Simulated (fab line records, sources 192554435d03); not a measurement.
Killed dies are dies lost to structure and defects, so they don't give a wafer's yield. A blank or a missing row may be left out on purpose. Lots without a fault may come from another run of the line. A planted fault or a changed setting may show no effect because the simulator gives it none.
fab line records | flow n5_finfet
record lots=24 wafers=72 last_day=18
route steps=1938 shown ILD0@338 DUMMY_REMOVAL@377 HKMG_FIN@451 GATE_CUT@473
lots that met no fault: from a run of the same line without faults
start_h: hours from the record's first day to the start of the lot's first wafer shown | wait_h: hours since the lot's step before | " the same as in the row above | L1.1+2: a row that stands for several wafers | - no value, or no start given | * or withheld: withheld | < > ~ a bound
route shown NAME@n: a module of which the file shows steps, and the number in the route of the first | usual: mean/standard deviation of fault-free wafers | same: alike in all rows | chamber/n: place in a boat | sites: the reading at each site | _std_site: their standard deviation | _edge_site: outer sites' mean less inner sites' | radius_mm: how far each site lies from the wafer's centre | mask NAME#n: copy n | behind: the tool/chamber that last shaped the wafer | hold: why the lot was held/for how many hours/how that ended | device: the transistor (n, p or np) that didn't switch | end of line: the same wafers' tests at the end of the route | a step without rows: its recipe alone | killed: dies lost to structure and defects at the first sort, not the wafer's yield | map: a wafer's dies, x killed, . not, _ none there
set.NAME: the setting as run; set.NAME@STEP: as run at that earlier step | model.NAME: the simulator's own value behind a step, which no gauge read
steps of the route over a sample of lots; a table a step, a row a wafer
services: from which hour (start_h, from the record's first day; less than 0 if before it) a tool's chamber was out of use, for how many hours, and why
## steps
# step N5_ILD0_CMP_03
# recipe stop_on=SiNx t_overpolish_s=1.9 post_cmp_clean=alkaline_brush down_force_psi=4.1491 platen_rpm=51.796 pad_velocity_m_s=1.0306 target_thk_nm=197.38
# usual edge_zone_pressure_frac=1.000/0.0055 motor_current_A=12.5/1.4 overpolish_run_s=1.900/0.0097 platen_rpm=51.79/0.032 retaining_ring_pressure_frac=1.001/0.0047 time_to_endpoint_s=70.2/2.6
# columns lot.wafer tool chamber start_h wait_h edge_zone_pressure_frac motor_current_A overpolish_run_s platen_rpm retaining_ring_pressure_frac time_to_endpoint_s
L074.4 cmp-02 1 66.13 0.0 1.000 11.1 1.904 51.87 0.998 68.7
L074.3 " 3 " " 1.009 13.4 1.903 51.82 1.002 70.5
L074.5 " 1 " " 1.004 11.2 1.899 51.82 1.004 68.8
L075.3 cmp-03 1 68.90 0.0 1.003 12.5 1.912 51.84 0.997 69.1
L075.1 " 0 " " 0.999 12.5 1.879 51.81 1.001 72.9
L075.6 " 2 " " 1.002 12.3 1.883 51.79 1.006 73.7
L076.1 cmp-04 0 74.24 0.1 1.003 12.0 1.898 51.84 1.007 70.2
L076.4 " 1 " " 0.998 12.6 1.894 51.81 1.000 69.6
L076.3 " 2 " " 1.006 12.8 1.899 51.72 1.003 68.8
L077.1 cmp-04 3 78.94 0.1 0.996 12.3 1.914 51.80 0.999 69.7
L077.3 " 1 " " 0.993 12.6 1.897 51.80 1.005 70.0
L077.6 " 3 " " 0.997 12.2 1.897 51.75 0.997 71.5
L078.4 cmp-02 0 89.14 0.1 1.005 9.4 1.899 51.76 0.996 69.8
L078.1 " 1 " " 0.991 11.3 1.892 51.82 1.001 67.1
L078.5 " 0 " " 1.006 9.3 1.894 51.78 1.001 67.4
L079.1 cmp-03 2 91.19 0.0 0.998 11.7 1.889 51.78 1.005 68.2
L079.4 " 0 " " 1.001 12.6 1.893 51.75 0.998 67.0
L079.6 " 2 " " 1.004 11.4 1.902 51.80 1.003 68.1
L080.1 cmp-02 1 98.87 0.0 0.988 11.2 1.931 51.77 0.999 70.5
L080.3 " 3 " " 0.991 14.0 1.905 51.79 0.998 74.4
L080.5 " 2 " " 1.000 15.2 1.902 51.77 1.004 72.8
L081.2 cmp-04 0 105.54 0.1 0.997 11.8 1.893 51.79 1.000 70.5
L081.1 " 1 " " 1.004 12.5 1.897 51.83 1.002 66.9
L081.5 " 3 " " 1.000 12.4 1.897 51.75 1.001 71.5
L082.1 cmp-03 0 114.60 0.2 0.993 12.3 1.894 51.79 0.996 70.8
L082.6 " 1 " " 0.995 12.7 1.895 51.80 1.001 69.8
L082.5 " 2 " " 0.997 11.9 1.897 51.79 1.011 72.3
L083.4 cmp-04 2 120.13 0.1 1.006 13.4 1.902 51.81 0.998 69.4
L083.5 " 0 " " 1.003 11.8 1.896 51.75 1.012 67.5
L083.6 " 1 " " 1.005 12.3 1.906 51.80 1.000 69.8
L084.2 cmp-03 0 128.41 0.1 0.992 13.0 1.912 51.78 1.001 72.8
L084.4 " 2 " " 1.000 12.8 1.884 51.78 0.995 75.2
L084.5 " 0 " " 0.997 12.9 1.901 51.75 0.994 72.6
L085.2 cmp-02 0 135.58 0.1 1.006 9.5 1.912 51.75 1.002 65.9
L085.4 " 2 " " 1.017 16.0 1.896 51.84 1.001 70.4
L085.6 " 0 " " 0.998 9.6 1.909 51.79 1.001 64.5
L086.3 cmp-03 2 137.08 0.0 0.993 12.3 1.901 51.77 0.998 71.4
L086.2 " 3 " " 0.997 13.6 1.890 51.82 1.002 66.1
L086.1 " 0 " " 0.997 12.4 1.892 51.77 1.007 72.6
L087.1 cmp-04 3 144.41 0.1 0.994 12.2 1.882 51.80 1.002 71.2
L087.2 " 0 " " 0.994 10.8 1.917 51.87 1.005 67.8
L087.6 " 3 " " 0.999 11.7 1.900 51.73 0.999 71.2
L088.4 cmp-03 1 145.01 0.1 1.007 12.6 1.901 51.79 0.992 71.4
L088.1 " 2 " " 1.000 12.1 1.888 51.79 1.004 70.4
L088.6 " 0 " " 1.000 12.3 1.890 51.78 0.995 68.9
L089.3 cmp-02 0 151.75 0.1 0.998 9.8 1.896 51.77 0.997 66.1
L089.2 " 1 " " 0.998 11.0 1.898 51.79 0.995 68.9
L089.5 " 0 " " 1.001 9.4 1.902 51.81 1.001 67.8
L090.4 cmp-04 0 157.85 0.0 0.996 12.3 1.904 51.85 1.001 68.9
L090.3 " 3 " " 1.006 11.8 1.899 51.80 1.006 70.0
L090.5 " 1 " " 0.992 12.1 1.892 51.81 0.995 72.6
L091.4 cmp-04 1 165.31 0.0 1.002 12.0 1.913 51.82 0.996 68.5
L091.2 " 3 " " 1.006 12.0 1.890 51.81 1.001 70.6
L091.6 " 2 " " 1.004 12.9 1.892 51.81 0.999 68.5
L092.2 cmp-02 3 168.96 0.0 0.998 13.7 1.888 51.78 1.001 73.5
L092.3 " 2 " " 1.003 15.2 1.895 51.86 1.011 69.9
L092.5 " 3 " " 0.996 14.4 1.917 51.77 1.001 72.8
L093.4 cmp-04 3 180.15 0.0 1.001 11.6 1.907 51.84 0.997 75.4
L093.1 " 1 " " 0.997 12.0 1.902 51.81 1.008 71.0
L093.6 " 3 " " 1.009 11.8 1.888 51.81 1.003 73.1
L094.4 cmp-02 2 180.64 0.1 0.996 15.2 1.901 51.83 1.001 72.4
L094.3 " 3 " " 1.001 13.6 1.904 51.79 1.000 71.8
L094.1 " 0 " " 1.001 9.6 1.896 51.76 1.005 67.1
L096.3 cmp-03 3 192.96 0.0 0.999 12.8 1.885 51.77 1.012 67.7
L096.4 " 0 " " 1.003 13.1 1.897 51.76 0.999 71.9
L096.5 " 3 " " 1.000 14.1 1.916 51.78 1.005 69.6
L095.2 cmp-03 3 193.36 0.0 0.997 13.8 1.903 51.77 1.007 74.8
L095.3 " 0 " " 0.999 13.1 1.913 51.82 1.005 75.2
L095.4 " 1 " " 1.004 12.8 1.906 51.80 0.995 76.0
L097.2 cmp-03 3 203.92 0.0 1.009 13.5 1.880 51.83 0.993 67.4
L097.3 " 1 " " 1.002 12.7 1.885 51.78 0.994 72.5
L097.4 " 2 " " 1.002 11.7 1.903 51.76 1.008 74.3
# step N5_ILD0_INSPECT_06
# recipe inspect_instrument=darkfield mode=post_cmp
# usual raw_defect_count=34/13
# columns lot.wafer tool chamber start_h wait_h raw_defect_count
L074.3 defect_inspect-02 - 69.99 0.0 24
L074.4 " - " " 43
L074.5 " - " " 20
L075.1 defect_inspect-02 - 73.79 0.0 44
L075.3 " - " " 46
L075.6 " - " " 42
L076.1 defect_inspect-02 - 78.53 0.0 22
L076.3 " - " " 17
L076.4 " - " " 37
L077.1 defect_inspect-02 - 82.82 0.0 52
L077.3 " - " " 37
L077.6 " - " " 51
L078.1 defect_inspect-01 - 94.20 0.0 37
L078.4 " - " " 17
L078.5 " - " " 33
L079.1 defect_inspect-01 - 95.38 0.0 24
L079.4 " - " " 25
L079.6 " - " " 38
L080.1 defect_inspect-01 - 103.08 0.0 62
L080.3 " - " " 40
L080.5 " - " " 52
L081.1 defect_inspect-02 - 109.36 0.0 13
L081.2 " - " " 27
L081.5 " - " " 20
L082.1 defect_inspect-01 - 118.35 0.0 30
L082.5 " - " " 17
L082.6 " - " " 18
L083.4 defect_inspect-01 - 123.91 0.0 32
L083.5 " - " " 24
L083.6 " - " " 45
L084.2 defect_inspect-01 - 132.26 0.0 24
L084.4 " - " " 39
L084.5 " - " " 32
L085.2 defect_inspect-01 - 139.40 0.0 19
L085.4 " - " " 10
L085.6 " - " " 27
L086.1 defect_inspect-02 - 140.96 0.0 48
L086.2 " - " " 20
L086.3 " - " " 18
L087.1 defect_inspect-01 - 148.23 0.0 35
L087.2 " - " " 34
L087.6 " - " " 27
L088.1 defect_inspect-02 - 148.90 0.0 37
L088.4 " - " " 30
L088.6 " - " " 21
L089.2 defect_inspect-01 - 155.58 0.0 57
L089.3 " - " " 59
L089.5 " - " " 17
L090.3 defect_inspect-02 - 161.82 0.0 34
L090.4 " - " " 27
L090.5 " - " " 28
L091.2 defect_inspect-01 - 169.16 0.0 53
L091.4 " - " " 39
L091.6 " - " " 34
L092.2 defect_inspect-01 - 172.82 0.0 22
L092.3 " - " " 12
L092.5 " - " " 40
L093.1 defect_inspect-01 - 184.00 0.0 39
L093.4 " - " " 45
L093.6 " - " " 46
L094.1 defect_inspect-01 - 184.52 0.0 53
L094.3 " - " " 24
L094.4 " - " " 47
L095.2 defect_inspect-02 - 197.21 0.0 40
L095.3 " - " " 32
L095.4 " - " " 46
L096.3 defect_inspect-02 - 197.58 0.0 35
L096.4 " - " " 51
L096.5 " - " " 24
L097.2 defect_inspect-01 - 208.50 0.0 25
L097.3 " - " " 42
L097.4 " - " " 19
# step N5_DUMMY_REMOVAL_HM_STRIP_01
# recipe chemistry=CH3F/O2 material=SiNx target_depth_a=40 stop_on=poly-Si time_s=6.8 over_etch_frac=0.3 ion_energy_ev=60 power_w=410 bias_w=29 Ar_flow_sccm=150 CH3F_flow_sccm=30 O2_flow_sccm=20
# usual CH3F_flow_sccm=30.01/0.083 drypump_motor_current_A=5.8/0.65 oes_product_au=0.62/0.068 rf_vpp_V=127.5/1.1 showerhead_plenum_p_Torr=2.01/0.081 throttle_valve_pct=16.35/0.23
# columns lot.wafer tool chamber start_h wait_h CH3F_flow_sccm drypump_motor_current_A oes_product_au rf_hours_counter_h rf_vpp_V showerhead_plenum_p_Torr throttle_valve_pct
L074.3 rie_diel-01 0 74.55 0.0 30.08 5.9 0.54 245 126.6 1.88 16.44
L074.4 " 3 " " 29.95 6.2 0.65 73 126.7 1.94 16.07
L074.5 " 1 " " 30.03 4.7 0.57 - 127.0 2.06 16.67
L075.1 rie_diel-01 1 78.72 0.0 30.05 4.7 0.56 230 127.6 2.06 16.68
L075.3 " 3 " " 29.99 6.2 0.65 74 128.0 1.94 16.07
L075.6 " 2 " " 30.01 6.5 0.56 - 128.7 1.98 16.66
L076.1 rie_diel-03 1 83.88 0.0 30.15 6.1 0.62 120 129.0 2.09 16.37
L076.3 " 2 " " 29.94 5.5 0.61 161 126.4 2.00 16.43
L076.4 " 3 " " 30.02 6.4 0.57 241 127.5 1.89 16.41
L077.1 rie_diel-04 2 87.16 0.0 30.08 6.1 0.58 205 127.7 1.98 16.47
L077.3 " 0 " " 30.00 5.4 0.65 128 128.2 2.10 16.46
L077.6 " 0 " " 30.07 5.4 0.64 - 127.1 2.10 16.44
L078.1 rie_diel-01 2 101.65 0.0 29.97 6.6 0.57 223 125.6 1.98 16.68
L078.4 " 3 " " 30.07 6.2 0.65 - 126.8 1.94 16.09
L078.5 " 2 " " 29.90 6.5 0.56 - 127.4 1.98 16.69
L079.1 rie_diel-01 1 103.03 0.0 29.94 4.7 0.56 237 127.5 2.06 16.68
L079.4 " 1 " " 30.00 4.7 0.56 - 127.5 2.06 16.68
L079.6 " 3 " " 29.93 6.2 0.64 - 126.7 1.94 16.10
L080.1 rie_diel-04 2 107.71 0.2 29.87 6.1 0.58 210 127.1 1.98 16.47
L080.3 " 3 " " 30.00 6.8 0.58 186 126.5 1.90 16.16
L080.5 " 3 " " 29.97 6.8 0.57 - 126.0 1.90 16.17
L081.1 rie_diel-03 2 113.84 0.0 30.14 5.5 0.60 168 127.7 2.00 16.44
L081.2 " 1 " " 29.86 6.1 0.61 128 127.3 2.09 16.38
L081.5 " 2 " " 30.02 5.5 0.61 - 127.0 2.00 16.42
L082.1 rie_diel-01 0 123.22 0.0 30.01 5.9 0.81 1 129.4 2.13 15.96
L082.5 " 0 " " 30.05 5.8 0.81 - 129.1 2.13 15.98
L082.6 " 1 " " 29.99 4.7 0.57 - 128.2 2.06 16.69
L083.4 rie_diel-04 3 129.02 0.1 30.03 6.8 0.57 - 125.8 1.90 16.16
L083.5 " 0 " " 30.02 5.4 0.64 - 127.2 2.09 16.47
L083.6 " 1 " " 30.11 5.4 0.55 - 128.2 2.06 16.65
L084.2 rie_diel-04 1 136.94 0.2 30.01 5.4 0.56 248 127.7 2.06 16.65
L084.4 " 3 " " 29.96 6.8 0.57 - 127.5 1.90 16.20
L084.5 " 0 " " 30.02 5.4 0.64 - 128.0 2.09 16.48
L085.2 rie_diel-04 1 144.10 0.3 30.16 5.4 0.56 250 126.6 2.06 16.66
L085.4 " 1 " " 30.09 5.4 0.56 - 129.1 2.06 16.66
L085.6 " 3 " " 30.08 6.8 0.56 - 126.6 1.90 16.19
L086.1 rie_diel-04 0 145.54 0.2 30.26 5.4 0.63 147 128.5 2.09 16.48
L086.2 " 1 " " 29.90 5.4 0.56 251 129.7 2.06 16.65
L086.3 " 3 " " 29.98 6.8 0.56 199 127.3 1.90 16.21
L087.1 rie_diel-03 3 152.78 0.0 29.94 6.4 0.78 1 130.3 2.14 15.95
L087.2 " 2 " " 29.94 5.5 0.60 176 127.5 2.00 16.46
L087.6 " 1 " " 30.01 6.1 0.60 - 127.3 2.09 16.39
L088.1 rie_diel-01 0 154.02 0.0 30.07 5.8 0.77 12 127.6 2.13 16.01
L088.4 " 3 " " 30.14 6.2 0.64 - 125.7 1.93 16.11
L088.6 " 0 " " 30.05 5.9 0.77 - 128.1 2.13 16.00
L089.2 rie_diel-04 3 160.05 0.0 30.09 6.7 0.56 206 126.1 1.90 16.20
L089.3 " 2 " " 29.85 6.1 0.58 219 127.5 1.98 16.48
L089.5 " 2 " " 29.96 6.1 0.58 - 127.3 1.98 16.48
L090.3 rie_diel-03 0 166.48 0.0 30.06 5.1 0.59 161 126.2 1.92 16.21
L090.4 " 2 " " 30.19 5.5 0.59 180 127.8 1.99 16.46
L090.5 " 0 " " 30.06 5.1 0.59 - 127.7 1.92 16.18
L091.2 rie_diel-03 0 173.75 0.2 30.04 5.1 0.60 163 126.5 1.92 16.20
L091.4 " 3 " " 29.94 6.4 0.75 8 128.7 2.14 15.94
L091.6 " 1 " " 30.08 6.1 0.60 - 127.3 2.08 16.40
L092.2 rie_diel-01 1 178.30 0.1 30.01 4.7 0.78 4 128.5 2.05 16.24
L092.3 " 3 " " 30.05 6.2 0.64 106 126.5 1.93 16.12
L092.5 " 2 " " 29.91 6.5 0.55 - 127.9 1.97 16.73
L093.1 rie_diel-01 1 189.07 0.2 30.16 4.7 0.76 9 127.9 2.05 16.25
L093.4 " 0 " " 30.08 5.9 0.75 - 128.1 2.12 16.03
L093.6 " 1 " " 30.01 4.7 0.76 - 127.6 2.05 16.25
L094.1 rie_diel-01 1 190.03 0.0 30.08 4.7 0.76 9 127.0 2.05 16.23
L094.3 " 0 " " 29.89 5.8 0.75 25 130.8 2.12 16.03
L094.4 " 3 " " 30.04 6.2 0.63 - 126.6 1.93 16.14
L095.2 rie_diel-03 0 201.87 0.2 29.98 5.1 0.59 173 126.6 1.91 16.20
L095.3 " 2 " " 29.91 5.5 0.60 192 129.3 1.99 16.48
L095.4 " 3 " " 29.89 6.4 0.73 18 128.1 2.13 15.97
L096.3 rie_diel-03 2 202.20 0.2 30.02 5.5 0.59 193 126.4 1.99 16.47
L096.4 " 3 " " 30.00 6.4 0.74 18 127.8 2.13 15.97
L096.5 " 1 " " 29.88 6.1 0.59 - 128.2 2.08 16.41
L097.2 rie_diel-03 0 213.98 0.4 29.91 5.1 0.59 176 125.0 1.91 16.19
L097.3 " 3 " " 29.94 6.4 0.72 21 128.4 2.13 15.97
L097.4 " 2 " " 29.89 5.5 0.59 196 127.6 1.99 16.49
# step N5_HKMG_FIN_ETCH_67
# recipe chemistry=N2/H2 target=SOC target_depth_a=3889 stop_on=TiN ion_energy_ev=100 bias_w=61 pressure_mtorr=30 source_w=850 n2_flow_sccm=200 h2_flow_sccm=200
# usual drypump_motor_current_A=5.6/0.48 oes_product_au=0.76/0.092 rf_vpp_V=240.8/1.5 showerhead_plenum_p_Torr=2.56/0.1 throttle_valve_pct=17.91/0.28
# columns lot.wafer tool chamber start_h wait_h drypump_motor_current_A oes_product_au rf_hours_counter_h rf_vpp_V showerhead_plenum_p_Torr throttle_valve_pct
L074.3 rie_diel-05 3 81.82 - 4.9 0.73 159 242.3 2.66 17.85
L074.4 " 0 " " 5.9 0.67 244 239.9 2.49 17.88
L074.5 " 3 " " 4.9 0.72 - 241.6 2.66 17.86
L075.1 rie_diel-06 0 86.87 - 5.9 0.70 200 240.7 2.53 18.21
L075.3 " 3 " " 5.8 0.95 4 242.2 2.71 17.61
L075.6 " 1 " " 5.9 0.68 - 237.8 2.41 18.48
L076.1 rie_diel-05 1 91.39 - 5.2 0.86 43 240.9 2.60 18.04
L076.3 " 3 " " 4.8 0.71 162 240.2 2.66 17.88
L076.4 " 0 " " 5.9 0.65 248 239.1 2.49 17.89
L077.1 rie_diel-06 2 94.50 - 5.1 0.73 162 238.7 2.43 18.14
L077.3 " 3 " " 5.8 0.93 7 242.7 2.71 17.63
L077.6 " 3 " " 5.8 0.94 - 241.5 2.71 17.62
L078.1 rie_diel-05 2 109.13 - 5.6 0.67 246 240.1 2.40 18.01
L078.4 " 1 " " 5.2 0.84 - 241.0 2.59 18.06
L078.5 " 2 " " 5.5 0.66 - 238.6 2.40 18.03
L079.1 rie_diel-05 3 110.45 - 4.8 0.71 170 241.4 2.65 17.88
L079.4 " 3 " " 4.8 0.71 - 240.8 2.65 17.89
L079.6 " 1 " " 5.2 0.85 - 241.3 2.59 18.05
L080.1 rie_diel-05 2 115.10 - 5.5 0.66 249 240.2 2.40 18.04
L080.3 " 1 " " 5.2 0.85 52 242.0 2.59 18.06
L080.5 " 3 " " 4.8 0.71 - 243.2 2.65 17.87
L081.1 rie_diel-05 0 121.20 - 5.9 0.98 1 240.3 2.49 17.43
L081.2 " 3 " " 4.9 0.71 173 241.7 2.65 17.88
L081.5 " 0 " " 5.9 0.98 - 240.3 2.49 17.43
L082.1 rie_diel-06 1 130.69 - 5.9 0.68 234 237.3 2.41 18.49
L082.5 " 0 " " 5.8 0.69 - 240.4 2.52 18.24
L082.6 " 1 " " 5.9 0.68 - 238.2 2.41 18.49
L083.4 rie_diel-02 2 136.62 - 5.9 0.75 176 242.3 2.64 17.80
L083.5 " 1 " " 6.6 0.82 - 243.7 2.69 17.55
L083.6 " 0 " " 6.4 0.75 - 240.3 2.54 17.55
L084.2 rie_diel-06 0 144.57 - 5.8 0.69 219 240.8 2.52 18.25
L084.4 " 1 " " 5.9 0.67 - 239.2 2.41 18.52
L084.5 " 3 " " 5.8 0.90 - 243.1 2.71 17.67
L085.2 rie_diel-02 0 151.70 - 6.4 0.75 162 240.9 2.53 17.55
L085.4 " 2 " " 5.9 0.74 181 240.0 2.64 17.80
L085.6 " 3 " " 5.8 0.67 - 240.1 2.51 17.89
L086.1 rie_diel-05 3 153.51 - 4.8 0.70 187 242.0 2.64 17.90
L086.2 " 1 " " 5.2 0.83 67 239.7 2.59 18.06
L086.3 " 0 " " 5.9 0.93 15 239.3 2.49 17.44
L087.1 rie_diel-05 3 160.73 - 4.9 0.70 190 243.6 2.64 17.90
L087.2 " 0 " " 5.9 0.91 18 238.2 2.48 17.45
L087.6 " 0 " " 5.9 0.91 - 240.8 2.48 17.45
L088.1 rie_diel-06 0 161.94 - 5.8 0.68 227 240.4 2.51 18.29
L088.4 " 3 " " 5.8 0.89 29 242.2 2.70 17.66
L088.6 " 1 " " 5.9 0.67 - 239.9 2.40 18.52
L089.2 rie_diel-02 2 167.31 - 5.9 0.73 188 241.7 2.63 17.82
L089.3 " 3 " " 5.8 0.67 229 240.1 2.51 17.89
L089.5 " 2 " " 6.0 0.73 - 241.2 2.63 17.81
L090.3 rie_diel-05 0 174.36 - 5.9 0.90 24 240.3 2.48 17.45
L090.4 " 2 " " 5.6 0.90 10 243.7 2.72 17.56
L090.5 " 0 " " 5.9 0.91 - 240.8 2.48 17.45
L091.2 rie_diel-06 0 180.98 - 5.8 0.67 235 239.7 2.51 18.28
L091.4 " 3 " " 5.8 0.87 - 242.7 2.70 17.66
L091.6 " 2 " " 5.1 0.72 - 239.3 2.42 18.18
L092.2 rie_diel-05 1 185.52 - 5.2 0.82 80 240.9 2.58 18.10
L092.3 " 2 " " 5.5 0.89 13 242.1 2.71 17.58
L092.5 " 0 " " 5.9 0.90 - 241.3 2.48 17.47
L093.1 rie_diel-02 0 196.69 - 6.4 0.73 181 242.2 2.53 17.60
L093.4 " 1 " " 6.6 0.81 86 242.4 2.68 17.56
L093.6 " 1 " " 6.6 0.80 - 244.1 2.68 17.58
L094.1 rie_diel-06 0 197.99 - 5.9 0.67 240 238.8 2.51 18.29
L094.3 " 1 " " 5.9 0.96 6 243.2 2.72 18.11
L094.4 " 2 " " 5.1 0.71 192 237.9 2.42 18.20
L095.2 rie_diel-02 2 209.80 - 6.0 0.71 203 240.3 2.63 17.83
L095.3 " 1 " " 6.6 0.81 90 240.1 2.68 17.60
L095.4 " 0 " " 6.4 0.73 185 240.8 2.53 17.60
L096.3 rie_diel-02 3 211.36 - 5.8 0.65 247 239.8 2.50 17.92
L096.4 " 2 " " 5.9 0.72 204 243.6 2.63 17.84
L096.5 " 3 " " 5.8 0.66 - 240.7 2.50 17.94
L097.2 rie_diel-05 0 221.48 - 5.9 0.87 41 240.5 2.47 17.49
L097.3 " 3 " " 4.9 0.69 212 241.5 2.63 17.96
L097.4 " 2 " " 5.5 0.86 26 242.6 2.71 17.61
# step N5_HKMG_FIN_INSPECT_28
# recipe inspect_instrument=darkfield mode=post_cmp
# usual raw_defect_count=37/15
# columns lot.wafer tool chamber start_h wait_h raw_defect_count
L074.3 defect_inspect-01 - 83.80 0.0 42
L074.4 " - " " 55
L074.5 " - " " 30
L075.1 defect_inspect-01 - 88.85 0.0 40
L075.3 " - " " 99
L075.6 " - " " 71
L076.1 defect_inspect-02 - 93.52 0.0 49
L076.3 " - " " 21
L076.4 " - " " 36
L077.1 defect_inspect-01 - 96.49 0.0 16
L077.3 " - " " 20
L077.6 " - " " 30
L078.1 defect_inspect-02 - 111.14 0.0 45
L078.4 " - " " 37
L078.5 " - " " 34
L079.1 defect_inspect-01 - 112.44 0.0 33
L079.4 " - " " 56
L079.6 " - " " 47
L080.1 defect_inspect-02 - 117.09 0.0 32
L080.3 " - " " 27
L080.5 " - " " 42
L081.1 defect_inspect-01 - 123.19 0.0 37
L081.2 " - " " 33
L081.5 " - " " 25
L082.1 defect_inspect-02 - 133.48 0.0 18
L082.5 " - " " 64
L082.6 " - " " 36
L083.4 defect_inspect-01 - 138.77 0.0 41
L083.5 " - " " 40
L083.6 " - " " 50
L084.2 defect_inspect-02 - 146.56 0.0 34
L084.4 " - " " 27
L084.5 " - " " 29
L085.2 defect_inspect-02 - 153.82 0.0 40
L085.4 " - " " 25
L085.6 " - " " 65
L086.1 defect_inspect-01 - 155.62 0.0 39
L086.2 " - " " 23
L086.3 " - " " 28
L087.1 defect_inspect-01 - 162.78 0.0 54
L087.2 " - " " 28
L087.6 " - " " 29
L088.1 defect_inspect-01 - 163.93 0.0 34
L088.4 " - " " 15
L088.6 " - " " 38
L089.2 defect_inspect-02 - 169.29 0.0 29
L089.3 " - " " 11
L089.5 " - " " 34
L090.3 defect_inspect-02 - 176.35 0.0 49
L090.4 " - " " 24
L090.5 " - " " 44
L091.2 defect_inspect-02 - 182.97 0.0 21
L091.4 " - " " 34
L091.6 " - " " 36
L092.2 defect_inspect-02 - 187.51 0.0 70
L092.3 " - " " 44
L092.5 " - " " 38
L093.1 defect_inspect-02 - 198.68 0.0 37
L093.4 " - " " 41
L093.6 " - " " 42
L094.1 defect_inspect-02 - 199.99 0.0 26
L094.3 " - " " 24
L094.4 " - " " 22
L095.2 defect_inspect-01 - 211.80 0.0 26
L095.3 " - " " 30
L095.4 " - " " 30
L096.3 defect_inspect-01 - 213.36 0.0 47
L096.4 " - " " 54
L096.5 " - " " 22
L097.2 defect_inspect-02 - 223.52 0.0 22
L097.3 " - " " 19
L097.4 " - " " 21
# step N5_GATE_CUT_SAC_CAP_01
# recipe material=SiNx target_thk_a=240 temp_c=400 ald_precursor_family=SiH2I2 ald_co_reactant=N2/H2-plasma pulse_time_s=1 ald_cycles=480 purge_time_s=2 co_reactant_purge_time_s=2 pressure_torr=2
# usual heater_power_w=846/65 precursor_pulse_height_rel=0.994/0.021
# columns lot.wafer tool chamber start_h wait_h heater_power_w precursor_pulse_height_rel
L074.3 ald_sin-03 3 84.47 0.0 1002 0.994
L074.4 " 0 " " 784 0.979
L074.5 " 0 85.55 1.1 814 0.985
L075.1 ald_sin-03 2 90.09 0.6 851 1.009
L075.3 " 0 " " 815 1.022
L075.6 " 2 91.18 1.7 857 0.958
L076.1 ald_sin-04 1 95.13 1.0 805 1.019
L076.3 " 0 " " 837 0.990
L076.4 " 3 " " 851 1.012
L077.1 ald_sin-03 0 99.01 1.9 810 1.011
L077.3 " 1 " " 849 0.950
L077.6 " 1 100.09 3.0 842 1.005
L078.1 ald_sin-03 3 111.78 0.0 1005 1.010
L078.4 " 1 " " 850 0.972
L078.5 " 1 112.87 1.1 836 1.010
L079.1 ald_sin-04 3 113.09 0.0 869 0.978
L079.4 " 2 " " 863 1.013
L079.6 " 2 114.17 1.1 829 0.980
L080.1 ald_sin-04 3 117.76 0.0 864 1.000
L080.3 " 0 " " 832 1.021
L080.5 " 0 118.84 1.1 854 0.966
L081.1 ald_sin-01 0 123.93 0.0 839 0.964
L081.2 " 2 " " 823 1.003
L081.5 " 1 125.01 1.1 705 0.985
L082.1 ald_sin-04 1 134.13 0.0 795 0.985
L082.5 " 0 135.22 1.1 833 0.966
L082.6 " 3 " " 879 0.998
L083.4 ald_sin-04 0 139.77 0.1 867 1.003
L083.5 " 2 140.86 1.2 842 0.979
L083.6 " 3 " " 908 0.998
L084.2 ald_sin-04 0 147.23 0.0 842 0.996
L084.4 " 1 " " 780 0.996
L084.5 " 2 148.32 1.1 829 1.001
L085.2 ald_sin-04 3 154.46 0.0 879 1.016
L085.4 " 2 " " 821 1.012
L085.6 " 1 155.55 1.1 816 0.981
L086.1 ald_sin-01 1 156.33 0.0 725 0.979
L086.2 " 3 " " 902 1.011
L086.3 " 2 " " 841 1.037
L087.1 ald_sin-01 1 163.42 0.0 731 0.967
L087.2 " 3 " " 903 1.004
L087.6 " 0 164.51 1.1 837 0.989
L088.1 ald_sin-03 0 164.64 0.1 806 0.966
L088.4 " 1 165.73 1.2 861 0.992
L088.6 " 0 " " 825 1.003
L089.2 ald_sin-01 1 169.94 0.0 714 0.982
L089.3 " 0 " " 820 0.996
L089.5 " 1 171.03 1.1 720 0.998
L090.3 ald_sin-01 1 177.03 0.0 708 0.976
L090.4 " 2 " " 843 0.979
L090.5 " 0 178.12 1.1 820 0.974
L091.2 ald_sin-01 1 183.67 0.0 718 1.008
L091.4 " 3 " " 912 0.989
L091.6 " 0 184.76 1.1 812 1.017
L092.2 ald_sin-03 1 189.40 1.2 848 0.951
L092.3 " 2 " " 843 0.960
L092.5 " 1 190.49 2.3 832 1.000
L093.1 ald_sin-03 0 199.52 0.0 814 0.970
L093.4 " 2 " " 833 0.965
L093.6 " 1 200.60 1.1 850 1.013
L094.1 ald_sin-01 0 201.81 1.1 840 0.954
L094.3 " 3 " " 914 0.975
L094.4 " 2 " " 836 0.973
L095.2 ald_sin-01 3 212.70 0.3 924 1.040
L095.3 " 1 " " 737 0.977
L095.4 " 0 213.79 1.4 818 0.983
L096.3 ald_sin-03 2 214.67 0.5 833 1.009
L096.4 " 1 " " 836 1.006
L096.5 " 3 215.76 1.6 967 0.966
L097.2 ald_sin-03 3 224.28 0.0 978 1.042
L097.3 " 2 " " 847 1.027
L097.4 " 0 " " 812 1.021
## services
# columns tool chamber start_h hours kind
rie_diel-01 - 45.33 4.0 pm
cmp-04 - 45.85 4.0 pm
rie_diel-05 2 52.94 3.9 repair
rie_diel-06 0 52.95 4.0 repair
ald_sin-01 0 60.25 10.6 repair
ald_sin-01 - 68.04 14.6 pm
cmp-02 - 70.03 10.8 pm
rie_diel-06 0 71.63 6.5 repair
ald_sin-03 3 75.44 3.7 repair
rie_diel-04 0 78.56 1.2 repair
rie_diel-05 3 85.44 2.8 repair
ald_sin-01 - 85.75 14.0 pm
cmp-02 - 86.24 0.6 repair
cmp-04 - 90.72 1.4 repair
rie_diel-03 - 123.29 14.6 pm
cmp-04 - 151.66 0.4 repair
cmp-03 - 158.87 4.2 repair
cmp-04 - 160.56 1.0 repair
ald_sin-03 2 160.90 16.3 repair
cmp-04 - 163.28 0.5 repair
rie_diel-03 1 175.27 12.3 repair
cmp-03 - 196.07 4.0 pm
ald_sin-01 2 205.76 7.3 repair
rie_diel-01 - 217.33 9.7 repair
## key
fault none
